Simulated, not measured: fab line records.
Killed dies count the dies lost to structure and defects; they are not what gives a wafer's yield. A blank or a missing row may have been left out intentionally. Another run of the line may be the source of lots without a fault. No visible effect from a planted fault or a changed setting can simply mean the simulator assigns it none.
Which tool did it?    flow nandHarc    12 lots with 36 wafers sampled at 5 steps, on a route of 1302 steps

## WHAT THE GAUGES SHOWED, per wafer
NHARC_A_CONTACT_CD_MEAS_42: target cd 300 nm. Usual: 300.2 nm for cdNm, sd 0.46.
lot   measured      on        cdNm (nm)          flag
L947  day 21 22:52  cdSem-01  300.1 299.5 299.7  
L950  day 22 13:41  cdSem-01  300.0 300.6 300.1  
L951  day 23 01:02  cdSem-03  300.4 300.2 300.5  
L952  day 23 22:44  cdSem-03  299.5 299.6 300.0  
L957  day 26 01:16  cdSem-02  301.0 300.8 300.5  
L959  day 27 05:23  cdSem-03  299.8 300.4 299.7  
L960  day 27 07:20  cdSem-03  300.0 299.0 300.7  
L963  day 27 19:17  cdSem-01  300.4 300.6 300.8  
L961  day 27 23:26  cdSem-03  299.4 300.0 300.1  
L967  day 30 02:19  cdSem-01  300.6 300.1 300.5  
L969  day 31 01:33  cdSem-03  300.0 299.7 300.4  
L968  day 31 13:39  cdSem-01  300.2 300.1 300.5  

NHARC_END_SORT_01. Usual: killedAtArray 64, standard deviation 16; killedAtOther 1.0, standard deviation 1.1; killedAtPeriphery 3.5, standard deviation 2.3; killedDies 69, standard deviation 17; killedOpen 3.2, standard deviation 1.6; killedShort 2.4, standard deviation 1.6.
lot   measured      on         killedAtArray  killedAtOther  killedAtPeriphery  killedDies   killedOpen  killedShort  flag
L957  day 29 02:22  prober-01  47 663 49      1 1 2          3 2 0              51 666 51    6 3 4       1 4 3        OFF
L959  day 30 04:50  prober-02  675 88 68      1 0 1          0 2 3              676 90 72    1 5 2       1 1 3        OFF
L960  day 30 12:36  prober-02  666 668 48     1 0 0          9 8 10             676 676 58   3 4 5       2 3 4        OFF
L963  day 30 15:19  prober-01  96 101 98      1 0 1          5 4 3              102 105 102  6 2 2       2 0 0        

## WHAT TOOL EACH LOT RAN ON (gives the tool, then ch and the chambers of the sampled wafers, and finally the start)
lot   NHARC_A_CONTACT_ETCH_51            NHARC_A_CONTACT_ETCH_112            NHARC_A_CONTACT_ETCH_119
L947  rieDiel-11 ch 0,1,3, day 21 23:40  harCapEtch-03 ch 0,1, day 22 01:05  harCapEtch-03 ch 0,1, day 22 02:16
L950  rieDiel-07 ch 0,2,3, day 22 14:40  harCapEtch-01 ch 0,1, day 22 15:57  harCapEtch-01 ch 0,1, day 22 17:08
L951  rieDiel-11 ch 1,2, day 23 01:50    harCapEtch-03 ch 0,1, day 23 03:18  harCapEtch-03 ch 0,1, day 23 04:29
L952  rieDiel-07 ch 0,2, day 23 23:37    harCapEtch-01 ch 0,1, day 24 01:01  harCapEtch-01 ch 0,1, day 24 02:12
L957  rieDiel-07 ch 0,1,3, day 26 02:04  harCapEtch-02 ch 1, day 26 03:31    harCapEtch-02 ch 1, day 26 04:42
L959  rieDiel-07 ch 0,2, day 27 06:18    harCapEtch-03 ch 0,1, day 27 07:38  harCapEtch-03 ch 0,1, day 27 08:50
L960  rieDiel-07 ch 0,3, day 27 08:10    harCapEtch-01 ch 0,1, day 27 09:37  harCapEtch-01 ch 0,1, day 27 10:49
L963  rieDiel-04 ch 1,2,3, day 27 20:05  harCapEtch-02 ch 0,1, day 27 21:30  harCapEtch-02 ch 0,1, day 27 22:41
L961  rieDiel-11 ch 0,2, day 28 00:21    harCapEtch-01 ch 0,1, day 28 01:41  harCapEtch-01 ch 0,1, day 28 02:53
L967  rieDiel-11 ch 2,3, day 30 03:14    harCapEtch-02 ch 0,1, day 30 04:34  harCapEtch-02 ch 0,1, day 30 05:46
L969  rieDiel-11 ch 1,2, day 31 02:22    harCapEtch-01 ch 0,1, day 31 03:46  harCapEtch-01 ch 0,1, day 31 04:58
L968  rieDiel-07 ch 1,2,3, day 31 14:37  harCapEtch-01 ch 0,1, day 31 16:01  harCapEtch-01 ch 0,1, day 31 17:13
- NHARC_A_CONTACT_ETCH_51: etches the open film in O2/COS, target depth 7000 nm, time 1820 s.
- NHARC_A_CONTACT_ETCH_112: etches the open film in C4F8/O2/Ar, time 190 s, target depth 1850 nm.
- NHARC_A_CONTACT_ETCH_119: etches the open film in C4F8/O2/Ar, time 190 s, target depth 1850 nm.

## AS READ BY THE TOOLS THEMSELVES (means over the sampled wafers that have a number; for cases with no such wafer, the mark the record gives instead)
NHARC_A_CONTACT_ETCH_51. Usual: value, then standard deviation, for each; biasW 300.0 W / 0.9; drypumpMotorCurrentA 5.9 A / 0.33; oesProductAu 1.002 a.u. / 0.0082; rfFwdPowerW 499.9 W / 1.5; rfVppV 315.2 V / 2; showerheadPlenumPTorr 3.20 Torr / 0.13; throttleValvePct 28.330 % / 0.0094.
lot   tool        biasW (W)  drypumpMotorCurrentA (A)  oesProductAu (a.u.)  rfFwdPowerW (W)  rfVppV (V)  showerheadPlenumPTorr (Torr)  throttleValvePct (%)  flag
L947  rieDiel-11  300.5      6.0                       0.991                500.4            315.1       3.22                          28.331                
L950  rieDiel-07  300.1      6.2                       1.008                499.2            316.6       3.27                          28.334                
L951  rieDiel-11  299.8      5.6                       0.996                500.3            312.0       3.00                          28.332                
L952  rieDiel-07  300.3      6.2                       1.004                498.8            316.5       3.28                          28.331                
L957  rieDiel-07  300.4      6.1                       0.944                500.5            315.9       3.22                          28.329                OFF
L959  rieDiel-07  300.3      6.1                       0.947                499.7            317.0       3.31                          28.334                OFF
L960  rieDiel-07  299.2      6.3                       0.893                500.4            316.0       3.20                          28.320                OFF
L963  rieDiel-04  299.7      5.8                       1.002                498.7            315.0       3.15                          28.332                
L961  rieDiel-11  299.6      6.1                       0.996                501.9            315.1       3.16                          28.330                
L967  rieDiel-11  299.5      5.7                       1.004                500.6            316.9       3.34                          28.332                
L969  rieDiel-11  298.8      5.6                       0.991                501.1            317.0       3.29                          28.329                
L968  rieDiel-07  300.8      6.1                       0.994                500.1            315.6       3.25                          28.327                

NHARC_A_CONTACT_ETCH_112. Usual: 0.992 a.u. for oesAirLineAu, sd 0.021.
lot   tool           oesAirLineAu (a.u.)  flag
L947  harCapEtch-03  1.008                
L950  harCapEtch-01  1.008                
L951  harCapEtch-03  1.001                
L952  harCapEtch-01  1.002                
L957  harCapEtch-02  0.983                
L959  harCapEtch-03  0.999                
L960  harCapEtch-01  0.988                
L963  harCapEtch-02  0.997                
L961  harCapEtch-01  1.001                
L967  harCapEtch-02  0.991                
L969  harCapEtch-01  0.973                
L968  harCapEtch-01  1.000                

NHARC_A_CONTACT_ETCH_119. Usual: 1.000 a.u. for oesAirLineAu, sd 0.021.
lot   tool           oesAirLineAu (a.u.)  flag
L947  harCapEtch-03  1.020                
L950  harCapEtch-01  0.996                
L951  harCapEtch-03  1.003                
L952  harCapEtch-01  0.995                
L957  harCapEtch-02  0.990                
L959  harCapEtch-03  0.980                
L960  harCapEtch-01  1.009                
L963  harCapEtch-02  0.977                
L961  harCapEtch-01  1.001                
L967  harCapEtch-02  0.984                
L969  harCapEtch-01  0.985                
L968  harCapEtch-01  1.001                

## THE ANSWER, worked out from the rows above alone
Rule: lot off if the mean of its wafers having a number is beyond 3 standard deviations from the usual mean. A lot without any number at a reading at which 4 lots or more have one is off too. Where the step has rows for the other lots, those lots are counted as sound. First the gauges in route order, then the tools' own readings, where a lot's mean is used as printed above. At the first step where some lot is off, the reading lying furthest off is the one used; lots without a number count as furthest.
Off: L957, L959, L960, at NHARC_END_SORT_01 (killedAtArray). Neither off nor sound, because the step has no rows for them: L947, L950, L951, L952, L961, L967, L969, L968.
A tool fits if, at a process step before that reading, it ran every lot that is off, and no sound lot after the first of them. The gauges at NHARC_END_SORT_01 aren't tried: what is off there is off at NHARC_A_CONTACT_ETCH_51 too, on other tools, and a gauge's error can't cause that. One fits: NHARC_A_CONTACT_ETCH_51 on rieDiel-07. It ran no sound lot before its first lot that is off in this sample, so the start can't be narrowed down.

## WHAT THE SIMULATOR HAD PUT IN
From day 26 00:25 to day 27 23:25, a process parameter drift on rieDiel-07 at NHARC_A_CONTACT_ETCH_51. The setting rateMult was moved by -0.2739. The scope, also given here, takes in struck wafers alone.
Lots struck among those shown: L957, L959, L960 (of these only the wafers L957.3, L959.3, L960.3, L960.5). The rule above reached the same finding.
